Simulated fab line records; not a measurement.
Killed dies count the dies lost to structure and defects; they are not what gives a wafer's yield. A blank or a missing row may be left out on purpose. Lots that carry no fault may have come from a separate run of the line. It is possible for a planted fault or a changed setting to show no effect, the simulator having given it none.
Struck lot and sound lot, side by side || flow n5Finfet || 28 out of 1938 route steps
Sound: the wafers L775.2, L775.4, L775.5. Struck: wafers L787.1, L787.5, L787.6. At the end, the cause is stated.
Order at every step that has rows: each side's tool, ch and its chambers, its first start. Under that, the readings that differ: sound wafers || struck wafers || difference of the means || sigmas: that difference in standard deviations of wafers without a fault.
alike: readings whose means differ by less than 2 such deviations, and words and numbers that are the same on both sides. not compared: withheld readings, readings that some wafer has no value for, bounds like >300 that may hide the same value, and numbers for which the record gives no deviation and whose values overlap.
A row with sigmas, a row that says differs or no value, or rows on one side alone: a step with any of these is where the two part. When numbers do not overlap yet have no deviation, they are printed without sigmas and do not part them. A reading that every wafer of one side lacks parts them only if that side has two wafers or more.

first, 10 steps without rows for these wafers: N5_FIN_SAQP_PRECLEAN_00 (cleans in SC1, time 60 s); N5_FIN_SAQP_PRECLEAN_44 (cleans in SC2, time 45 s); N5_FIN_SAQP_SRD_01 (time 30 s); N5_FIN_SAQP_ALD_61 (deposits SiO2, target thk 4 nm, pulse time 1 s, purge time 2 s); N5_FIN_SAQP_DENSIFY_62 (time 60 s); N5_FIN_SAQP_HM_DEP_03 (deposits SiNx from SiH4/NH3/N2, target thk 38 nm, time 33.6 s); N5_FIN_SAQP_PECVD_47 (deposits a-Si from SiH4/He, target thk 45 nm, time 36.3 s); N5_FIN_SAQP_PECVD_48 (deposits SiNx from SiH4/NH3/N2, target thk 25 nm, time 22.1 s); N5_FIN_SAQP_PECVD_06 (deposits a-Si from SiH4/He, target thk 60 nm, time 48.1 s); N5_FIN_SAQP_HM_DEP_72 (deposits SiO2 from SiH4/N2O, target thk 12 nm, time 7.2 s).
N5_FIN_SAQP_COAT_49: time 60 s, resist thk 100 nm.
  sound on lithoTrack-05 ch 0, day 3 02:53; struck on lithoTrack-05 ch 0, day 6 03:29
{"reading": "spinSpeedRpm (rpm)", "sound": "1499.7 1500.0 1500.8", "struck": "1348.4 1347.2 1347.0", "difference": -152.6, "sigmas": "-99 or more"}
{"reading": "model.SOC_of_FIN_SAQP_COAT_49.thkNm (nm)", "sound": "99.96 99.88 99.8", "struck": "105.5 105.5 105.4", "difference": "+5.6", "sigmas": ""}
  alike: resistLineTempC
then, 9 steps without rows for these wafers: N5_FIN_SAQP_COAT_50 (time 60 s, resist thk 35 nm); N5_FIN_SAQP_COAT_10 (resist thk 90 nm); N5_FIN_SAQP_EBR_12; N5_FIN_SAQP_SOFTBAKE_11 (time 60 s); N5_FIN_SAQP_EXPOSE_13 (exposes mask FIN CORE, target cd 35.6 nm); N5_FIN_SAQP_PEB_14 (peb time 60 s); N5_FIN_SAQP_DEVELOP_15 (develop time 30 s); N5_FIN_SAQP_DESCUM_21 (chemistry O2, time 7.9 s); N5_FIN_SAQP_ETCH_51 (etches SiARC in CF4, target depth 45.5 nm, time 75.8 s).
N5_FIN_SAQP_ETCH_52: etches SOC in N2/H2, target depth 100 nm, overetch 20 nm, time 150 s.
  sound on rieDiel-04 ch 0,1,2, day 3 03:29; struck on rieDiel-05 ch 0,1,3, day 6 04:02
{"reading": "model.etch.depthNm (nm)", "sound": "99.96 99.88 99.8", "struck": "105.5 105.5 105.4", "difference": "+5.6", "sigmas": ""}
  alike: drypumpMotorCurrentA, n2FlowSccm, oesProductAu, rfFwdPowerW, rfVppV, showerheadPlenumPTorr, throttleValvePct
  not compared: rfHoursCounterH
then, 3 steps without rows for these wafers: N5_FIN_SAQP_STRIP_53 (strips in N2/H2); N5_FIN_SAQP_HM_OPEN_73 (chemistry CHF3/O2, target SiO2, stops on a-Si, target depth 12 nm, time 16.8 s); N5_FIN_SAQP_STRIP_74 (strips in CHF3/O2).
N5_FIN_SAQP_MANDREL_ETCH_22: etches a-Si in HBr/Cl2, stops on SiNx, target depth 60 nm, bt time 10 s, time 30 s.
  sound on rieSi-05 ch 0,1,3, day 3 03:41; struck on rieSi-03 ch 0,2,3, day 6 04:14
{"reading": "model.SOC_of_FIN_SAQP_COAT_49.thkNm (nm)", "sound": "75.92 76.23 75.02", "struck": "82.13 82.09 81.75", "difference": "+6.27", "sigmas": ""}
  alike: drypumpMotorCurrentA, oesProductAu, rfFwdPowerW, throttleValvePct
  not compared: rfHoursCounterH
then, 1 step without rows for these wafers: N5_FIN_SAQP_STRIP_55 (strips in N2/H2).
-- here the record skips 6 days between the struck wafers' starts before and after, leaving off in module FIN_SAQP and picking up in module BEOL_M4 (first step shown: number 1111 of the route) --
N5_BEOL_M4_RC_MEAS_101:
  sound on prober-01 ch 0, day 9 11:44; struck on prober-02 ch 0, day 11 20:40
  alike: DIBL_N, DIBL_P, IOFF_N, IOFF_P, ION_N, ION_P, SS_N, SS_P, VT_N, VT_P
-- a jump in the record: the struck wafers' starts before and after are 4 days apart (it breaks off in module BEOL_M4 and resumes in module PASSIVATION, where the first step shown is number 1936 of the route) --
N5_PASSIVATION_PROBE_49:
  sound on prober-01, day 13 21:32; struck on prober-01, day 16 03:34
  alike: defectLimitedYield, killed_at_M0_to_M3, killed_at_M4_up, killedAtContacts, killedAtFrontEnd, killedAtOther, killedDies, killedOpen, killedShort, sort_bin_5_function, sort_bin_6_memory, sortNPass, sortYieldPct

== WHERE THEY PART ==
Only at N5_FIN_SAQP_COAT_49, within this record. Later steps at which nothing parts them and some readings are alike: N5_FIN_SAQP_ETCH_52, N5_FIN_SAQP_MANDREL_ETCH_22, N5_BEOL_M4_RC_MEAS_101, N5_PASSIVATION_PROBE_49.

WHY: whatever the simulator had introduced
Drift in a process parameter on lithoTrack-05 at N5_FIN_SAQP_COAT_49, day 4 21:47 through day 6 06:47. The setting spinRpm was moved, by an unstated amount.
